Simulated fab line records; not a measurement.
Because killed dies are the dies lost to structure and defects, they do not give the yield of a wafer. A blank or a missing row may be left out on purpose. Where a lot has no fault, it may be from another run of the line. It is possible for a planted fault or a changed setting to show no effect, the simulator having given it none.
Which tool did it? ; flow n5_finfet ; 12 lots, 36 wafers sampled, at 5 steps of a route of 1938

WHAT EACH GAUGE READ, for each wafer
N5_BEOL_M4_INSPECT_59: inspects for defects (darkfield).
lot;measured;on;raw_defect_count
L076;day 8 01:40;defect_inspect-01;46 57 63
L078;day 8 10:28;defect_inspect-02;88 67 98
L079;day 9 03:43;defect_inspect-02;61 97 97
L081;day 9 11:29;defect_inspect-02;79 99 91
L083;day 10 01:32;defect_inspect-02;104 71 95
L085;day 10 17:19;defect_inspect-01;132 104 115
L087;day 11 06:56;defect_inspect-01;73 47 69
L089;day 11 13:08;defect_inspect-02;60 71 75
L091;day 12 05:33;defect_inspect-02;40 46 45
L094;day 12 17:14;defect_inspect-02;51 35 37
L095;day 13 04:49;defect_inspect-01;95 106 98
L097;day 13 22:02;defect_inspect-02;61 65 92

WHICH TOOL RAN EACH LOT (tool, then ch and the chambers of the sampled wafers, then the start)
lot;N5_BEOL_M4_ANNEAL_89;N5_BEOL_M4_ANNEAL_91;N5_BEOL_M4_ANNEAL_95;N5_BEOL_M4_DEP_57
L076;pvd_sputter-01, day 7 23:47;pvd_sputter-01, day 8 00:00;pvd_sputter-01, day 8 00:26;pecvd-04 ch 0,1, day 8 01:34
L078;pvd_sputter-01, day 8 08:24;pvd_sputter-01, day 8 08:39;pvd_sputter-01, day 8 09:08;pecvd-01 ch 1,2, day 8 10:23
L079;pvd_sputter-03, day 9 01:47;pvd_sputter-03, day 9 02:00;pvd_sputter-03, day 9 02:26;pecvd-04 ch 0,1,2, day 9 03:38
L081;pvd_sputter-03, day 9 09:36;pvd_sputter-03, day 9 09:49;pvd_sputter-03, day 9 10:16;pecvd-04 ch 0,1,2, day 9 11:23
L083;pvd_sputter-02, day 9 23:39;pvd_sputter-02, day 9 23:52;pvd_sputter-02, day 10 00:19;pecvd-01 ch 0,1,2, day 10 01:26
L085;pvd_sputter-03, day 10 15:26;pvd_sputter-03, day 10 15:40;pvd_sputter-03, day 10 16:06;pecvd-01 ch 0,1,2, day 10 17:13
L087;pvd_sputter-03, day 10 23:54;pvd_sputter-03, day 11 00:08;pvd_sputter-03, day 11 05:07;pecvd-02 ch 0,1,2, day 11 06:51
L089;pvd_sputter-02, day 11 11:14;pvd_sputter-02, day 11 11:28;pvd_sputter-02, day 11 11:54;pecvd-01 ch 1,2, day 11 13:02
L091;pvd_sputter-03, day 12 03:32;pvd_sputter-03, day 12 03:46;pvd_sputter-03, day 12 04:12;pecvd-02 ch 1,2, day 12 05:26
L094;pvd_sputter-03, day 12 15:20;pvd_sputter-03, day 12 15:33;pvd_sputter-03, day 12 15:59;pecvd-02 ch 1,2, day 12 17:07
L095;pvd_sputter-02, day 13 02:57;pvd_sputter-02, day 13 03:10;pvd_sputter-02, day 13 03:37;pecvd-02 ch 0,1,2, day 13 04:44
L097;pvd_sputter-02, day 13 20:10;pvd_sputter-02, day 13 20:23;pvd_sputter-02, day 13 20:49;pecvd-01 ch 0,2, day 13 21:56
- N5_BEOL_M4_ANNEAL_89: time 240 s.
- N5_BEOL_M4_ANNEAL_91: time 240 s.
- N5_BEOL_M4_ANNEAL_95: time 240 s.
- N5_BEOL_M4_DEP_57: deposits SiCN from 3MS/NH3, target thk 8 nm, time 14 s.

THE ANSWER, worked out from the rows above alone
Rule: the lots themselves supply what counts as usual. Put in order of their means at a reading, lots are off if they are a third of the lots or fewer, leave a main group of 4 or more, and stand apart from it by a gap of 3 or more times the standard deviation of the main group's means; of several such gaps the widest counts. If all means in a main group match to the digits the tables above print for the reading, that group is not used. Also off: a lot with no number at a reading for which 4 or more lots have one. All remaining lots with rows at the step are treated as sound.
No lot is off at any reading shown: from this, nothing can be told.

WHAT THE SIMULATOR PUT IN
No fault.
